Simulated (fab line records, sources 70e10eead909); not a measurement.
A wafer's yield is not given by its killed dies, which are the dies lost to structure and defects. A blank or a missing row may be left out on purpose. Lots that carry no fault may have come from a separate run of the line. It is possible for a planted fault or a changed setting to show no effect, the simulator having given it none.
fab line records -- flow nand-harc
record: lots: 6, wafers: 18, last-day: 34
route steps=1302 shown A_DECK1_JOINT@539 A_ONON_D2@545 END@1302
lots untouched by any fault: they come from a run of this same line in which no faults occurred
start-h: the number of hours between the record's first day and the start of the first shown wafer of the lot -- wait-h: hours since the lot's step before -- " same as the row above -- L1.1+2: a row that stands for several wafers -- - no value, or no start was given -- * or withheld: withheld -- < > ~ a bound
route shown NAME@n: names a module that has steps shown in the file, with the first one's number in the route -- usual: mean and standard deviation over wafers with no fault -- same: alike in all rows -- chamber/n: place in a boat -- sites: each site's reading -- _std_site: standard deviation of those values -- _edge_site: the outer-site mean with the inner-site mean subtracted -- radius-mm: how far each site lies from the wafer's centre -- mask NAME#n: copy n -- behind: the last tool/chamber to shape the wafer -- hold: why the lot went on hold/how many hours it stayed there/how the hold came to an end -- device: the transistor (n, p or np) that didn't switch -- end of line: at the end of the route, the tests of the same wafers -- where a step has no rows: the recipe by itself -- killed: dies that structure and defects cost at the first sort, which is not the same as the wafer's yield -- map: shows each die of a wafer: x if killed, . if not, _ if none is there
set.NAME: the run value of the setting; set.NAME@STEP: its run value at that earlier step -- model.NAME: the simulator's own value behind a step, which no gauge read
certain route steps with their lots: each step a table, each wafer a row
services: from which hour (start-h, from the record's first day; less than 0 if before it) a tool's chamber was out of use, for how many hours, and why
== steps ==
step: NHARC_A_DECK1_JOINT_CMP_02
recipe: material: SiOx
usual: motor-current-A: 11.5/1.2
lot.wafer,tool,chamber,start-h,wait-h,motor-current-A
L916.3,cmp-01,2,269.48,0.4,11.2
L916.4,cmp-01,1,269.48,0.4,13.3
L916.6,cmp-01,2,269.48,0.4,11.0
L922.2,cmp-04,2,337.20,0.4,10.6
L922.1,cmp-04,3,337.20,0.4,12.1
L922.5,cmp-04,3,337.20,0.4,12.0
L924.4,cmp-02,1,368.35,0.4,10.7
L924.2,cmp-02,2,368.35,0.4,10.8
L924.6,cmp-02,0,368.35,0.4,13.0
L930.1,cmp-04,1,419.06,0.4,10.9
L930.4,cmp-04,2,419.06,0.4,10.1
L930.2,cmp-04,3,419.06,0.4,12.3
L938.3,cmp-04,1,499.75,0.4,11.6
L938.1,cmp-04,2,499.75,0.4,10.3
L938.5,cmp-04,1,499.75,0.4,11.6
L939.1,cmp-02,3,499.78,0.4,13.2
L939.3,cmp-02,0,499.78,0.4,13.5
L939.2,cmp-02,1,499.78,0.4,9.9
step: NHARC_A_DECK1_JOINT_SRD_15
step: NHARC_A_DECK1_JOINT_DEP_16
recipe: target-thk-a: 450, temp-c: 400, pressure-torr: 6.5, rf-w: 900, teos-flow-sccm: 161.4, flow-sccm: 2650, target-thk-nm: 45, gas: O2, material: SiO2
usual: heater-power-w: 535/110, mfc-precursor-sccm: 161.4/0.47, throttle-valve-pct: 15.8/0.46
lot.wafer,tool,chamber,start-h,wait-h,heater-power-w,mfc-precursor-sccm,throttle-valve-pct
L916.3,pecvd-02,2,270.04,0.2,546,161.8,15.3
L916.6,pecvd-02,2,270.04,0.2,566,161.1,15.3
L916.4,pecvd-02,0,270.04,0.2,560,161.2,15.7
L922.2,pecvd-04,0,337.59,0.1,429,161.8,16.5
L922.1,pecvd-04,2,337.59,0.1,394,160.8,15.7
L922.5,pecvd-04,0,337.59,0.1,435,161.6,16.5
L924.2,pecvd-02,1,368.74,0.1,611,161.4,16.3
L924.6,pecvd-02,2,368.74,0.1,438,161.1,15.5
L924.4,pecvd-02,0,368.74,0.1,467,161.2,15.4
L930.1,pecvd-04,2,419.47,0.1,451,161.3,16.1
L930.2,pecvd-04,0,419.47,0.1,391,161.1,16.7
L930.4,pecvd-04,2,419.47,0.1,451,160.9,16.3
L939.1,pecvd-03,1,500.13,0.1,525,160.6,14.9
L939.2,pecvd-03,2,500.13,0.1,471,161.1,15.7
L939.3,pecvd-03,0,500.13,0.1,504,161.0,15.9
L938.1,pecvd-02,1,500.14,0.1,551,161.1,16.4
L938.3,pecvd-02,0,500.14,0.1,507,162.1,15.5
L938.5,pecvd-02,1,500.14,0.1,550,160.9,16.1
step: NHARC_A_DECK1_JOINT_THK_MEAS_17
recipe: thk-meas-gauge: ellipsometry
usual: thk-nm: 45.1/1.2
lot.wafer,tool,chamber,start-h,wait-h,thk-nm
L916.3,film-metro-01,-,270.33,0.3,43.5
L916.4,film-metro-01,-,270.33,0.3,44.0
L916.6,film-metro-01,-,270.33,0.3,46.0
L922.1,film-metro-01,-,337.96,0.3,44.9
L922.2,film-metro-01,-,337.96,0.3,44.4
L922.5,film-metro-01,-,337.96,0.3,44.7
L924.2,film-metro-01,-,368.97,0.2,44.8
L924.4,film-metro-01,-,368.97,0.2,44.2
L924.6,film-metro-01,-,368.97,0.2,46.6
L930.1,film-metro-02,-,419.72,0.2,45.0
L930.2,film-metro-02,-,419.72,0.2,44.3
L930.4,film-metro-02,-,419.72,0.2,46.8
L939.1,film-metro-02,-,500.41,0.2,45.4
L939.2,film-metro-02,-,500.41,0.2,45.1
L939.3,film-metro-02,-,500.41,0.2,44.6
L938.1,film-metro-02,-,500.42,0.3,44.2
L938.3,film-metro-02,-,500.42,0.3,43.6
L938.5,film-metro-02,-,500.42,0.3,46.1
step: NHARC_A_DECK1_JOINT_INSPECT_05
usual: raw-defect-count: 328/130
lot.wafer,tool,chamber,start-h,wait-h,raw-defect-count
L916.3,defect-inspect-01,-,270.36,0.0,193
L916.4,defect-inspect-01,-,270.36,0.0,161
L916.6,defect-inspect-01,-,270.36,0.0,375
L922.1,defect-inspect-02,-,337.99,0.0,175
L922.2,defect-inspect-02,-,337.99,0.0,203
L922.5,defect-inspect-02,-,337.99,0.0,153
L924.2,defect-inspect-02,-,369.00,0.0,484
L924.4,defect-inspect-02,-,369.00,0.0,815
L924.6,defect-inspect-02,-,369.00,0.0,375
L930.1,defect-inspect-02,-,419.76,0.0,332
L930.2,defect-inspect-02,-,419.76,0.0,309
L930.4,defect-inspect-02,-,419.76,0.0,495
L939.1,defect-inspect-02,-,500.45,0.0,357
L939.2,defect-inspect-02,-,500.45,0.0,378
L939.3,defect-inspect-02,-,500.45,0.0,481
L938.1,defect-inspect-01,-,500.46,0.0,179
L938.3,defect-inspect-01,-,500.46,0.0,239
L938.5,defect-inspect-01,-,500.46,0.0,138
step: NHARC_A_ONON_D2_DEP_00
recipe: target-thk-a: 10000, n2-flow-sccm: 2750, n2o-flow-sccm: 2000, nh3-flow-sccm: 500, sih4-flow-sccm: 210, temp-c: 400
step: NHARC_A_ONON_D2_THK_MEAS_02
recipe: thk-meas-gauge: ellipsometry
usual: thk-nm: 999/9.4
lot.wafer,tool,chamber,start-h,wait-h,thk-nm
L916.3,film-metro-01,-,270.94,-,1017
L916.4,film-metro-01,-,270.94,-,1018
L916.6,film-metro-01,-,270.94,-,1018
L922.1,film-metro-02,-,338.58,-,1008
L922.2,film-metro-02,-,338.58,-,1009
L922.5,film-metro-02,-,338.58,-,1007
L924.2,film-metro-02,-,369.57,-,1000
L924.4,film-metro-02,-,369.57,-,999
L924.6,film-metro-02,-,369.57,-,999
L930.1,film-metro-01,-,420.34,-,1010
L930.2,film-metro-01,-,420.34,-,1011
L930.4,film-metro-01,-,420.34,-,1009
L939.1,film-metro-02,-,501.03,-,994
L939.2,film-metro-02,-,501.03,-,993
L939.3,film-metro-02,-,501.03,-,995
L938.1,film-metro-02,-,501.24,-,984
L938.3,film-metro-02,-,501.24,-,983
L938.5,film-metro-02,-,501.24,-,986
step: NHARC_A_ONON_D2_DEP_03
recipe: target-thk-a: 10000, n2-flow-sccm: 2750, n2o-flow-sccm: 2000, nh3-flow-sccm: 500, sih4-flow-sccm: 210, temp-c: 400
step: NHARC_A_ONON_D2_THK_MEAS_05
recipe: thk-meas-gauge: ellipsometry
usual: thk-nm: 1003/11
lot.wafer,tool,chamber,start-h,wait-h,thk-nm
L916.3,film-metro-02,-,271.51,-,1011
L916.4,film-metro-02,-,271.51,-,1013
L916.6,film-metro-02,-,271.51,-,1010
L922.1,film-metro-01,-,339.17,-,1008
L922.2,film-metro-01,-,339.17,-,1007
L922.5,film-metro-01,-,339.17,-,1007
L924.2,film-metro-02,-,370.15,-,1004
L924.4,film-metro-02,-,370.15,-,1006
L924.6,film-metro-02,-,370.15,-,1004
L930.1,film-metro-02,-,420.90,-,998
L930.2,film-metro-02,-,420.90,-,996
L930.4,film-metro-02,-,420.90,-,998
L939.1,film-metro-01,-,501.59,-,1022
L939.2,film-metro-01,-,501.59,-,1024
L939.3,film-metro-01,-,501.59,-,1023
L938.1,film-metro-02,-,501.81,-,1003
L938.3,film-metro-02,-,501.81,-,1002
L938.5,film-metro-02,-,501.81,-,1002
step: NHARC_A_ONON_D2_DEP_06
recipe: target-thk-a: 10000, n2-flow-sccm: 2750, n2o-flow-sccm: 2000, nh3-flow-sccm: 500, sih4-flow-sccm: 210, temp-c: 400
step: NHARC_A_ONON_D2_THK_MEAS_08
recipe: thk-meas-gauge: ellipsometry
usual: thk-nm: 997/9.9
lot.wafer,tool,chamber,start-h,wait-h,thk-nm
L916.3,film-metro-01,-,272.08,-,997
L916.4,film-metro-01,-,272.08,-,998
L916.6,film-metro-01,-,272.08,-,997
L922.1,film-metro-01,-,339.76,-,989
L922.2,film-metro-01,-,339.76,-,989
L922.5,film-metro-01,-,339.76,-,988
L924.2,film-metro-02,-,370.72,-,995
L924.4,film-metro-02,-,370.72,-,996
L924.6,film-metro-02,-,370.72,-,997
L930.1,film-metro-01,-,421.47,-,998
L930.2,film-metro-01,-,421.47,-,999
L930.4,film-metro-01,-,421.47,-,998
L939.1,film-metro-02,-,502.16,-,988
L939.2,film-metro-02,-,502.16,-,987
L939.3,film-metro-02,-,502.16,-,987
L938.1,film-metro-02,-,502.38,-,993
L938.3,film-metro-02,-,502.38,-,992
L938.5,film-metro-02,-,502.38,-,990
step: NHARC_A_ONON_D2_DEP_09
recipe: target-thk-a: 10000, n2-flow-sccm: 2750, n2o-flow-sccm: 2000, nh3-flow-sccm: 500, sih4-flow-sccm: 210, temp-c: 400
lot.wafer,tool,chamber,start-h,wait-h
L916.3+4+6,pecvd-onon-02,0,272.25,0.2
L922.1+2+5,pecvd-onon-01,0,339.82,0.1
L924.2+4+6,pecvd-onon-01,0,370.83,0.1
L930.1+2+4,pecvd-onon-04,0,421.53,0.1
L939.1+2+3,pecvd-onon-02,0,502.22,0.1
L938.1+3+5,pecvd-onon-01,0,502.43,0.1
step: NHARC_A_ONON_D2_THK_MEAS_11
recipe: thk-meas-gauge: ellipsometry
usual: thk-nm: 1001/11
lot.wafer,tool,chamber,start-h,wait-h,thk-nm
L916.3,film-metro-01,-,272.64,-,988
L916.4,film-metro-01,-,272.64,-,991
L916.6,film-metro-01,-,272.64,-,990
L922.1,film-metro-01,-,340.34,-,1395
L922.2,film-metro-01,-,340.34,-,1393
L922.5,film-metro-01,-,340.34,-,1394
L924.2,film-metro-01,-,371.28,-,1390
L924.4,film-metro-01,-,371.28,-,1391
L924.6,film-metro-01,-,371.28,-,1390
L930.1,film-metro-01,-,422.03,-,978
L930.2,film-metro-01,-,422.03,-,977
L930.4,film-metro-01,-,422.03,-,976
L939.1,film-metro-02,-,502.73,-,991
L939.2,film-metro-02,-,502.73,-,990
L939.3,film-metro-02,-,502.73,-,991
L938.1,film-metro-02,-,502.94,-,993
L938.3,film-metro-02,-,502.94,-,993
L938.5,film-metro-02,-,502.94,-,993
step: NHARC_A_ONON_D2_DEP_12
recipe: target-thk-a: 10000, n2-flow-sccm: 2750, n2o-flow-sccm: 2000, nh3-flow-sccm: 500, sih4-flow-sccm: 210, temp-c: 400
step: NHARC_END_SORT_01
recipe: temp-c: 25
usual: killed-at-array: 56/19, killed-at-other: 0.8/1.1, killed-at-periphery: 3.4/2.5, killed-dies: 60/19, killed-open: 2.9/1.7, killed-short: 2.4/1.6
same: gross-dies: 677
lot.wafer,tool,chamber,start-h,wait-h,killed-at-array,killed-at-other,killed-at-periphery,killed-dies,killed-open,killed-short
L922.1,prober-01,0,639.41,2.5,666,3,8,677,2,2
L922.2,prober-01,0,640.20,2.8,671,2,4,677,2,2
L922.5,prober-01,0,642.57,3.7,670,0,7,677,3,3
L924.2,prober-02,0,649.94,2.8,676,0,1,677,3,3
L924.4,prober-02,0,651.56,3.4,675,0,2,677,6,3
L924.6,prober-02,0,653.18,4.1,670,0,7,677,2,4
L930.1,prober-02,0,709.12,2.6,28,0,3,31,4,3
killed by level:class
L922.1 A_ONON_D2:area-dep=623 A_CHANNEL_HOLE_D2:chamber-film-flake=28 P_CONTACT:chamber-film-flake=5 A_CHANNEL_HOLE_D1:chamber-film-flake=5 A_CONTACT:chamber-film-flake=5 THIN_TSV:chamber-film-flake=3 P_GATE:geometric-particle:short=1 A_ONON_D1:geometric-particle:open=1
L922.2 A_ONON_D2:area-dep=632 A_CHANNEL_HOLE_D2:chamber-film-flake=23 A_CHANNEL_HOLE_D1:chamber-film-flake=5 A_CONTACT:chamber-film-flake=4 P_CONTACT:chamber-film-flake=3 THIN_TSV:chamber-film-flake=2 P_CONTACT:geometric-particle:open=1 A_ONON_D1:geometric-particle:open=1
L922.5 A_ONON_D2:area-dep=621 A_CHANNEL_HOLE_D2:chamber-film-flake=23 A_CHANNEL_HOLE_D1:chamber-film-flake=7 A_WL_FILL:chamber-film-flake=5 A_CONTACT:chamber-film-flake=4 P_CONTACT:chamber-film-flake=3 P_BONDPAD:chamber-film-flake=2 A_STAIRCASE:chamber-film-flake=2
L924.2 A_ONON_D2:area-dep=585 A_CHANNEL_HOLE_D1:chamber-film-flake=29 A_SLIT:chamber-film-flake=29 A_CHANNEL_HOLE_D2:chamber-film-flake=19 A_CONTACT:chamber-film-flake=3 A_DECK1_JOINT:geometric-particle:open=2 A_CHANNEL_FILL_D1:chamber-film-flake=2 A_DECK1_JOINT:chamber-film-flake=2
L924.4 A_ONON_D2:area-dep=580 A_SLIT:chamber-film-flake=34 A_CHANNEL_HOLE_D1:chamber-film-flake=22 A_CHANNEL_HOLE_D2:chamber-film-flake=21 A_CONTACT:chamber-film-flake=7 A_CHANNEL_FILL_D2:geometric-particle:open=3 A_M1:geometric-particle:open=2 A_CHANNEL_FILL_D2:chamber-film-flake=2
L924.6 A_ONON_D2:area-dep=586 A_SLIT:chamber-film-flake=33 A_CHANNEL_HOLE_D1:chamber-film-flake=22 A_CHANNEL_HOLE_D2:chamber-film-flake=17 A_CONTACT:chamber-film-flake=3 P_CONTACT:chamber-film-flake=2 A_WL_FILL:chamber-film-flake=2 P_CONTACT:geometric-particle:short=1
L930.1 A_CHANNEL_HOLE_D1:chamber-film-flake=8 A_CONTACT:chamber-film-flake=4 A_STAIRCASE:chamber-film-flake=4 P_GATE:chamber-film-flake=2 A_SLIT:chamber-film-flake=2 A_WL_FILL:chamber-film-flake=2 P_CONTACT:geometric-particle:open=1 A_ONON_D1:geometric-particle:short=1
map L922.1 (x killed, . not)
____________x____________
_________xxxxxxx_________
_______xxxxxxxxxxx_______
______xxxxxxxxxxxxx______
_____xxxxxxxxxxxxxxx_____
____xxxxxxxxxxxxxxxxx____
____xxxxxxxxxxxxxxxxx____
___xxxxxxxxxxxxxxxxxxx___
___xxxxxxxxxxxxxxxxxxx___
__xxxxxxxxxxxxxxxxxxxxx__
__xxxxxxxxxxxxxxxxxxxxx__
_xxxxxxxxxxxxxxxxxxxxxxx_
_xxxxxxxxxxxxxxxxxxxxxxx_
_xxxxxxxxxxxxxxxxxxxxxxx_
_xxxxxxxxxxxxxxxxxxxxxxx_
_xxxxxxxxxxxxxxxxxxxxxxx_
xxxxxxxxxxxxxxxxxxxxxxxxx
xxxxxxxxxxxxxxxxxxxxxxxxx
xxxxxxxxxxxxxxxxxxxxxxxxx
xxxxxxxxxxxxxxxxxxxxxxxxx
xxxxxxxxxxxxxxxxxxxxxxxxx
_xxxxxxxxxxxxxxxxxxxxxxx_
_xxxxxxxxxxxxxxxxxxxxxxx_
_xxxxxxxxxxxxxxxxxxxxxxx_
_xxxxxxxxxxxxxxxxxxxxxxx_
_xxxxxxxxxxxxxxxxxxxxxxx_
__xxxxxxxxxxxxxxxxxxxxx__
__xxxxxxxxxxxxxxxxxxxxx__
___xxxxxxxxxxxxxxxxxxx___
___xxxxxxxxxxxxxxxxxxx___
____xxxxxxxxxxxxxxxxx____
____xxxxxxxxxxxxxxxxx____
_____xxxxxxxxxxxxxxx_____
______xxxxxxxxxxxxx______
_______xxxxxxxxxxx_______
_________xxxxxxx_________
____________x____________
map L924.2 (x killed, . not)
____________x____________
_________xxxxxxx_________
_______xxxxxxxxxxx_______
______xxxxxxxxxxxxx______
_____xxxxxxxxxxxxxxx_____
____xxxxxxxxxxxxxxxxx____
____xxxxxxxxxxxxxxxxx____
___xxxxxxxxxxxxxxxxxxx___
___xxxxxxxxxxxxxxxxxxx___
__xxxxxxxxxxxxxxxxxxxxx__
__xxxxxxxxxxxxxxxxxxxxx__
_xxxxxxxxxxxxxxxxxxxxxxx_
_xxxxxxxxxxxxxxxxxxxxxxx_
_xxxxxxxxxxxxxxxxxxxxxxx_
_xxxxxxxxxxxxxxxxxxxxxxx_
_xxxxxxxxxxxxxxxxxxxxxxx_
xxxxxxxxxxxxxxxxxxxxxxxxx
xxxxxxxxxxxxxxxxxxxxxxxxx
xxxxxxxxxxxxxxxxxxxxxxxxx
xxxxxxxxxxxxxxxxxxxxxxxxx
xxxxxxxxxxxxxxxxxxxxxxxxx
_xxxxxxxxxxxxxxxxxxxxxxx_
_xxxxxxxxxxxxxxxxxxxxxxx_
_xxxxxxxxxxxxxxxxxxxxxxx_
_xxxxxxxxxxxxxxxxxxxxxxx_
_xxxxxxxxxxxxxxxxxxxxxxx_
__xxxxxxxxxxxxxxxxxxxxx__
__xxxxxxxxxxxxxxxxxxxxx__
___xxxxxxxxxxxxxxxxxxx___
___xxxxxxxxxxxxxxxxxxx___
____xxxxxxxxxxxxxxxxx____
____xxxxxxxxxxxxxxxxx____
_____xxxxxxxxxxxxxxx_____
______xxxxxxxxxxxxx______
_______xxxxxxxxxxx_______
_________xxxxxxx_________
____________x____________
== services ==
tool,chamber,start-h,hours,kind
pecvd-onon-04,-,249.59,3.6,repair
cmp-02,-,265.19,3.0,repair
pecvd-04,-,269.21,13.0,pm
pecvd-onon-01,-,269.31,13.0,pm
cmp-01,-,283.50,4.0,pm
pecvd-onon-02,-,309.50,1.2,repair
cmp-04,-,310.37,4.0,pm
cmp-04,-,315.08,0.7,repair
cmp-02,-,330.55,4.0,pm
pecvd-04,1,335.67,6.0,repair
pecvd-02,-,348.97,2.1,repair
pecvd-04,0,349.79,13.8,repair
pecvd-04,-,351.35,3.0,repair
pecvd-onon-02,-,366.00,13.0,pm
cmp-02,-,370.54,1.0,repair
pecvd-02,-,408.00,13.0,pm
cmp-04,-,408.37,4.0,pm
cmp-02,-,428.55,4.0,pm
pecvd-04,-,450.21,13.0,pm
pecvd-onon-01,-,450.31,13.0,pm
pecvd-02,-,455.62,4.2,repair
cmp-02,-,461.97,2.1,repair
pecvd-04,-,468.09,1.3,repair
cmp-04,-,483.35,2.1,repair
== key ==
first-sign: step: NHARC_A_ONON_D2_THK_MEAS_11, reading: thk-nm, direction: up, sigmas: 35, usual: 1001, struck: 1392
effect: step: NHARC_END_SORT_01, reading: killed-at-array, direction: up, sigmas: 33, usual: 56, struck: 671
more-kills-born-at: NHARC_A_ONON_D2_DEP_09@pecvd-onon-01: 3627
met-at NHARC_A_ONON_D2_DEP_09
struck-wafers L922.1,L922.2,L922.5,L924.2,L924.4,L924.6
later-rows-left-out L922.1,L922.2,L922.5,L924.2,L924.4,L924.6
tester-left-out L922,L924
fault: kind: process-parameter-drift, tool: pecvd-onon-01, chamber: -, onset-h: 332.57, steps: NHARC_A_ONON_D2_DEP_09, channel: target-thk-a, offset: *, shape: step, end-h: 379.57, acts-in: *, stated: *
tester-left-out: of these lots the tester's yield and bins aren't shown, on N5 and GAA mostly nor the transistor test; their killed dies are dies lost to structure and defects alone, not to doping, threshold or leakage, so they don't give the yield
later-rows-left-out: the simulator's readings of these wafers behind a module that went badly wrong aren't trusted and aren't shown, but for the sort
